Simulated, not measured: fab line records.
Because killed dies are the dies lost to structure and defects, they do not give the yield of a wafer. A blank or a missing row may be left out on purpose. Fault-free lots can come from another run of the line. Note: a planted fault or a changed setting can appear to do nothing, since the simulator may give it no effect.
Problem report, 8D (eight disciplines) form, completed by code / flow n5 finfet / the parts of the form that need people (team, actions taken, sign-off) are left out

1. WHAT WENT WRONG
bias w at N5_HKMG_FIN_ETCH_55 reads a mean of 113.1 W on 2 wafers of 2 lots; wafers without a fault read 150.0 W with a standard deviation of 0.45. That puts it -82 standard deviations away from the usual mean.
The step: etches SOC in N2/H2, target depth 240 nm, time 300 s.
Seen first at day 6 22:29 on rie diel-02, wafer L958.5. Wafers with a number at this step in the record: 27, from 9 lots. Rule for "out", or "out of limits": more than 4 standard deviations from the usual mean. The rest of the wafers with a number are treated as sound.

2. WHAT IT IS, WHAT IT ISN'T
question=which readings at this step | is=bias w, rf vpp V | is not=chamber pressure mTorr, drypump motor current A, oes product au, showerhead plenum p Torr, throttle valve pct
question=which lots | is=L958, L960 | is not=L947, L952, L953, L964, L967, L968, L970
question=which wafers of those lots | is=L958.5, L960.4 | is not=L958.2, L958.4, L960.1, L960.3
question=read on which tools | is=rie diel-02 | is not=rie diel-06
question=when | is=from day 6 22:29 | is not=up to then (11 sound wafers); but 14 sound wafers of L960, L964, L967, L968, L970 came after

3. WHAT RULES OUT EACH SUSPECT
Counting: if a tool at a process step up to the reading ran every lot that is out, it stays a suspect. Sound lots after the first of them don't rule it out here, since some wafers of a struck lot are sound.
- ald hk-03 at N5_HKMG_FIN_HK_ALD_01 (deposits HfO2, target thk 1.6 nm, pulse time 3 s, purge time 3 s): kept. It processed each lot that is out (first: L958, day 6 20:06); up to then, its last sound lot is L947 (day 3 23:13).
- rie diel-02 at N5_HKMG_FIN_DESCUM_53 (chemistry O2, time 7.9 s): kept. It processed each lot that is out (first: L958, day 6 22:23); up to then, its last sound lot is L952 (day 5 08:41).
- rie diel-02 at N5_HKMG_FIN_ETCH_55 (etches SOC in N2/H2, target depth 240 nm, time 300 s): kept. It processed each lot that is out (first: L958, day 6 22:29); up to then, its last sound lot is L952 (day 5 08:47). On those wafers its own readings are out: bias w, rf vpp V.
- rie diel-02, N5_HKMG_FIN_DESCUM_53: wafers that are out in chamber 0, sound lot-mates in chambers 1, 2, 3.
- rie diel-02, N5_HKMG_FIN_ETCH_55: wafers that are out in chamber 0, sound lot-mates in chambers 1, 2, 3.
ald hk-03 at N5_HKMG_FIN_HK_ALD_01, rie diel-02 at N5_HKMG_FIN_DESCUM_53 and rie diel-02 at N5_HKMG_FIN_ETCH_55 are what is left after counting.

4. THE CAUSE (what the simulator had put in)
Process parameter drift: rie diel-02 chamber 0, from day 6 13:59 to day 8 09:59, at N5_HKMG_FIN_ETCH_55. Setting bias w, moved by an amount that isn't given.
Of the 3 suspects that counting leaves, this tool is one.

5. SEQUENCE OF EFFECTS, ordered by route
One row per reading whose mean, taken over the struck wafers that have a number, lies over 3 standard deviations from the usual. Scope: only readings with a usual standard deviation given in the record; hours: median across lots of the time from each lot's start at the first step in this table that gives one to its start at this step; sigmas: change in usual standard deviations.
hours=0; step=N5_HKMG_FIN_ETCH_55; reading=bias w; usual=150.0 W; on struck wafers=113.1; change=-36.9; sigmas=-82
hours=0; step=N5_HKMG_FIN_ETCH_55; reading=rf vpp V; usual=524.3 V; on struck wafers=436.9; change=-87.3; sigmas=-38
It contains these process steps:
- N5_HKMG_FIN_ETCH_55: etches SOC in N2/H2, target depth 240 nm, time 300 s.
Later measuring or inspecting steps at which every struck wafer that the step has a row for has a number for every such reading, and none has moved that far: N5_BEOL_M4_RC_MEAS_101.

6. HOW IT WOULD HAVE BEEN CAUGHT EARLIER
The fault began at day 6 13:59; the first out-of-limits reading in this record came at day 6 22:29, 8 hours later.
